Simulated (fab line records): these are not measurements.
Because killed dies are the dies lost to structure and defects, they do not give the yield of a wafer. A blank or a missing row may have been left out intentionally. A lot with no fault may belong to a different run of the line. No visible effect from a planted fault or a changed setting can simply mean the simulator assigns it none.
A struck lot beside a sound one | flow n5Finfet | 15 out of 1938 route steps
Sound: these wafers, L700.2, L700.3, L700.5. The struck wafers were L705.4, L705.6. The cause is named last.
For every step that has rows: the tool of each side, followed by ch and its chambers, followed by its first start. Under that, the readings that differ: sound wafers | struck wafers | difference of the means | sigmas: that difference in standard deviations of wafers without a fault.
alike: readings with means less than 2 such deviations apart, plus words and numbers identical on both sides. not compared: withheld readings, readings lacking a value on some wafer, bounds such as >300 that could conceal the same value, and numbers that have no deviation in the record and whose values overlap.
The two part at a step that has a row with sigmas, a row that says differs or no value, or rows on one side only. Numbers that have no deviation but don't overlap get no sigmas and don't part them. Lack of a reading on every wafer of one side parts them only where that side has two or more wafers.

N5_BEOL_M15_ANNEAL_48: time 90 s.
  sound on rtpAnneal-02 ch 0, day 12 13:55; struck on rtpAnneal-02 ch 0, day 14 11:20
  alike: wafer_temp_C_max
then, 1 step without rows for these wafers: N5_BEOL_M15_CMP_49 (polishes, stops on SiO2, t overpolish 4.9 s, target thk 850 nm).
N5_BEOL_M15_THK_MEAS_50: measures by xrf.
  sound on filmMetro-02 at day 12 14:27; struck on filmMetro-01 at day 14 11:49
  alike: M15_THK
then, 1 step without rows for these wafers: N5_BEOL_M15_PRE_CLEAN_52 (time 15 s).
N5_BEOL_M15_DEP_53: deposits SiCN from 3MS/NH3, target thk 50 nm, time 17.8 s.
  sound on pecvd-04 ch 1,2, day 12 14:31; struck on pecvd-04 ch 0,2, day 14 11:54
  alike: showerheadPlenumPTorr, showerheadVppV, throttleValvePct
N5_BEOL_M15_RS_MEAS_54: the measuring method here is four-point-probe.
  sound on filmMetro-01 at day 12 14:35; struck on filmMetro-02 at day 14 11:57
  alike: M15_RS
N5_BEOL_M15_INSPECT_55: inspects for defects (darkfield).
  sound on defectInspect-01 at day 12 14:37; struck on defectInspect-02 at day 14 11:58
  alike: rawDefectCount
N5_BEOL_M15_RC_MEAS_101:
  sound on prober-01 ch 0, day 12 14:47; struck on prober-01 ch 0, day 14 13:14
  alike: COMB_M10, COMB_M11, COMB_M12, COMB_M13, COMB_M14, COMB_M15, COMB_M5, COMB_M6, COMB_M7, COMB_M8, COMB_M9, SERP_M10, SERP_M11, SERP_M12, SERP_M13, SERP_M14, SERP_M5, SERP_M6, SERP_M7, SERP_M7_max_site, SERP_M8, SERP_M9
N5_PASSIVATION_PECVD_00: deposits SiO2 from SiH4/N2O, target thk 200 nm, time 11.2 s.
  sound on pecvd-03 ch 0,1, day 12 15:35; struck on pecvd-02 ch 1,2, day 14 13:45
reading              | sound    | struck | difference | sigmas
throttleValvePct (%) | 53 64 64 | 48 50  | -11        | -2
  alike: heaterPowerW, showerheadPlenumPTorr, showerheadVppV, susceptorTempC
then, 1 step without rows for these wafers: N5_MIM_BOT_DEGAS_01 (time 60 s).
N5_MIM_BOT_SPUTTER_00: material TiN, target thk 35 nm, time 89.7 s.
  sound on pvdSputter-03 at day 12 17:35; struck on pvdSputter-02 at day 14 15:17
  alike: chamberPressurePa, susceptorTempC, throttleValvePct
then, 1 step without rows for these wafers: N5_MIM_TOP_ALD_00 (deposits Al2O3, purge time 3 s, co reactant pulse time 3 s).
N5_MIM_TOP_ALD_01: deposits HfO2, target thk 5.6 nm, pulse time 1 s, purge time 3 s.
  sound on aldHk-02 ch 0,1,3, day 12 17:00; struck on aldHk-03 ch 2,3, day 14 15:00
reading                                 | sound       | struck  | difference | sigmas
aldCycles                               | 62 62 62    | 104 104 | +42        | 
model.HfO2_of_MIM_TOP_ALD_01.thkNm (nm) | 5.6 5.6 5.6 | 9.4 9.4 | +3.8       | 
  alike: precursorPulseHeightRel
N5_MIM_TOP_ALD_02: deposits Al2O3, purge time 3 s, co reactant pulse time 3 s.
  sound: aldHk-02 ch 0,1,3; struck: aldHk-03 ch 2,3
  alike: precursorPulseHeightRel
N5_PASSIVATION_PROBE_49:
  sound on prober-01 at day 13 06:47; struck on prober-02 at day 15 02:01
reading          | sound    | struck | difference | sigmas
killed_at_M4_up  | 12 19 13 | 4      | -11        | -2
killedAtContacts | 22 23 36 | 7      | -20        | -3
killedOpen       | 72 75 70 | 50     | -22        | -2
  alike: defectLimitedYield, killed_at_M0_to_M3, killedAtFrontEnd, killedAtOther, killedDies, killedOnRim, killedShort, sort_bin_4_leakage, sort_bin_5_function, sort_bin_6_memory, sort_bin_8_speed, sortNPass, sortYieldPct

== WHERE THEY PART ==
First at N5_PASSIVATION_PECVD_00; last, within this record, at N5_PASSIVATION_PROBE_49.

WHY: what the simulator had put in
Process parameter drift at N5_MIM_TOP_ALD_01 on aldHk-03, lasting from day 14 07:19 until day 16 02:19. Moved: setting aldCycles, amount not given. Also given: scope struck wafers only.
